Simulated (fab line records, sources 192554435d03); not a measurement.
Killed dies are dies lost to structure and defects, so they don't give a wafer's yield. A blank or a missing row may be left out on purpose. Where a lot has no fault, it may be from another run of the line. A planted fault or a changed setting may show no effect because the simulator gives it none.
Matching of chambers || flow n5_finfet || N5_DUMMY_GATE_ETCH_23 on rie_si-05: 4 sister chambers
The step etches poly-Si in HBr/Cl2/O2, target depth 41 nm, time 22.3 s. 4 wafers are shown with their chamber, then 7 later ones without.

## EACH WAFER AND ITS CHAMBER
{"wafer": "L080.1", "chamber": 0, "drypump_motor_current_A (A)": 5.9}
{"wafer": "L080.6", "chamber": 3, "drypump_motor_current_A (A)": 5.7}
{"wafer": "L082.1", "chamber": 1, "drypump_motor_current_A (A)": 5.8}
{"wafer": "L082.4", "chamber": 2, "drypump_motor_current_A (A)": 6.5}

## WAFERS MISSING THEIR CHAMBER
{"wafer": "L082.6", "drypump_motor_current_A (A)": 5.9}
{"wafer": "L083.1", "drypump_motor_current_A (A)": 6.4}
{"wafer": "L083.2", "drypump_motor_current_A (A)": 5.9}
{"wafer": "L083.5", "drypump_motor_current_A (A)": 5.7}
{"wafer": "L089.4", "drypump_motor_current_A (A)": 5.8}
{"wafer": "L089.5", "drypump_motor_current_A (A)": 5.7}
{"wafer": "L089.6", "drypump_motor_current_A (A)": 5.8}

## CHAMBER TAKEN BY EACH
{"wafer": "L082.6", "from the rows above": 0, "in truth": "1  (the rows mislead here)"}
{"wafer": "L083.1", "from the rows above": 2, "in truth": 2}
{"wafer": "L083.2", "from the rows above": 0, "in truth": 0}
{"wafer": "L083.5", "from the rows above": 3, "in truth": 3}
{"wafer": "L089.4", "from the rows above": 1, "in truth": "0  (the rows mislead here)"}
{"wafer": "L089.5", "from the rows above": 3, "in truth": 3}
{"wafer": "L089.6", "from the rows above": 1, "in truth": 1}
Correct placement for 5 of the 7. Left unplaced by these rows: 0. Number placed wrongly: 2.
How it was worked out, from the rows above alone: a wafer's distance from a chamber is the root of the sum, over the readings, of the square of ((its reading less the chamber's mean) divided by the reading's scatter). The wafer belongs to the nearest chamber; if the next one is less than 2 further off, it can't be placed. For every chamber, the mean is computed from those of its wafers that are shown. The scatter: root of mean squared gap, hidden wafer to nearest shown wafer, with one shown wafer a chamber.
